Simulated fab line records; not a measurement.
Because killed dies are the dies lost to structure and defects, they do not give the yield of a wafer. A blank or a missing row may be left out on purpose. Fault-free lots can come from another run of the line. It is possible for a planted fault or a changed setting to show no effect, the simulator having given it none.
Matching of chambers | flow n5Finfet | pecvd-03 running N5_BEOL_M0_SAQP_PECVD_03: 3 sister chambers
The step deposits SiCN from 3MS/NH3, target thk 12 nm, time 21.1 s. 20 wafers are shown with their chamber, then 10 later ones without.

## WAFERS PAIRED WITH THEIR CHAMBERS
wafer  | chamber | throttleValvePct (%) | showerheadPlenumPTorr (Torr)
L077.1 | 2       | 9.4                  | 3.670
L077.3 | 0       | 8.9                  | 3.666
L077.5 | 2       | 9.5                  | 3.662
L083.1 | 0       | 8.8                  | 3.668
L083.5 | 2       | 9.8                  | 3.662
L083.6 | 1       | 9.5                  | 3.683
L084.1 | 0       | 9.0                  | 3.675
L084.2 | 1       | 9.1                  | 3.672
L084.3 | 2       | 9.8                  | 3.662
L084.4 | 0       | 8.9                  | 3.667
L084.5 | 1       | 9.3                  | 3.674
L084.6 | 2       | 9.8                  | 3.660
L093.1 | 1       | 9.3                  | 3.674
L093.2 | 0       | 9.2                  | 3.671
L093.3 | 1       | 9.1                  | 3.670
L093.4 | 0       | 9.0                  | 3.674
L093.5 | 0       | 8.9                  | 3.680
L093.6 | 1       | 9.4                  | 3.657
L094.1 | 1       | 9.3                  | 3.684
L094.2 | 0       | 8.9                  | 3.668

SIGNATURES (means of the wafers above)
reading               | chamber 0 | chamber 1 | chamber 2 | scatter within a chamber
throttleValvePct      | 8.950     | 9.286     | 9.660     | 0.15
showerheadPlenumPTorr | 3.67112   | 3.67343   | 3.66320   | 0.00648
Rule: a wafer's distance from a chamber is the root of the sum, over the readings, of the square of ((its reading less the chamber's mean) divided by the reading's scatter). The wafer belongs to the nearest chamber; if the next one is less than 2 further off, it can't be placed. How the scatter is found: for the shown wafers, subtract from each reading the mean of its chamber, square and add these, divide the total by (wafers less chambers), then take the root.

## WAFERS WITH NO CHAMBER GIVEN
wafer  | throttleValvePct (%) | showerheadPlenumPTorr (Torr)
L094.3 | 9.3                  | 3.669
L094.4 | 8.7                  | 3.673
L094.5 | 9.1                  | 3.675
L094.6 | 9.1                  | 3.672
L095.1 | 9.3                  | 3.680
L095.2 | 9.1                  | 3.672
L095.3 | 9.2                  | 3.669
L095.4 | 8.9                  | 3.668
L095.5 | 9.3                  | 3.674
L095.6 | 9.1                  | 3.667

## EACH ONE'S CHAMBER
wafer  | from the rows above          | in truth
L094.3 | can't be placed: 1 or 0 or 2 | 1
L094.4 | 0                            | 0
L094.5 | can't be placed: 0 or 1      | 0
L094.6 | can't be placed: 0 or 1      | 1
L095.1 | can't be placed: 1 or 0      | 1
L095.2 | can't be placed: 0 or 1      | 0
L095.3 | can't be placed: 1 or 0      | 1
L095.4 | 0                            | 0
L095.5 | 1                            | 1
L095.6 | can't be placed: 0 or 1      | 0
Correct placement for 3 of the 10. These rows do not allow placing 7 (true chamber among the candidates in 7). Number placed wrongly: 0.
